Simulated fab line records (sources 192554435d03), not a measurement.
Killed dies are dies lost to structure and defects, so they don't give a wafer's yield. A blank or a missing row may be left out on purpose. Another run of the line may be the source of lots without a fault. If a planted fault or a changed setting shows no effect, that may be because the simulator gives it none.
Chamber matching -- flow n5_finfet -- 4 sister chambers for N5_STI_FIN_REVEAL_ETCHBACK_08 on rie_diel-03
The step etches SiO2 in C4F6/O2, target depth 30.5 nm, time 10.167 s. 8 wafers are shown with their chamber, then 8 later ones without.

WAFERS PAIRED WITH THEIR CHAMBERS
wafer,chamber,rf_vpp_V (V),showerhead_plenum_p_Torr (Torr)
L079.3,1,667,2.88
L084.1,3,632,2.71
L084.3,2,681,2.88
L084.4,0,671,2.83
L085.1,3,630,2.71
L085.4,1,667,2.87
L085.6,0,672,2.83
L088.1,2,680,2.87

WAFERS MISSING THEIR CHAMBER
wafer,rf_vpp_V (V),showerhead_plenum_p_Torr (Torr)
L088.3,667,2.87
L088.4,633,2.71
L093.1,632,2.70
L093.3,666,2.87
L093.6,681,2.87
L095.1,667,2.86
L095.3,679,2.87
L095.4,672,2.82

EACH ONE'S CHAMBER
wafer,from the rows above,in truth
L088.3,1,1
L088.4,3,3
L093.1,3,3
L093.3,1,1
L093.6,2,2
L095.1,1,1
L095.3,2,2
L095.4,0,0
Placed correctly: 8 of 8. Can't be placed from these rows: 0. Wrongly placed: 0.
How it was worked out, from the rows above alone: a wafer's distance from a chamber is the root of the sum, over the readings, of the square of ((its reading less the chamber's mean) divided by the reading's scatter). The wafer belongs to the nearest chamber; if the next one is less than 2 further off, it can't be placed. A chamber's mean is the mean of its shown wafers. The scatter: the root of (the sum of the squares of (reading less its chamber's mean) over the shown wafers, divided by (wafers less chambers)).
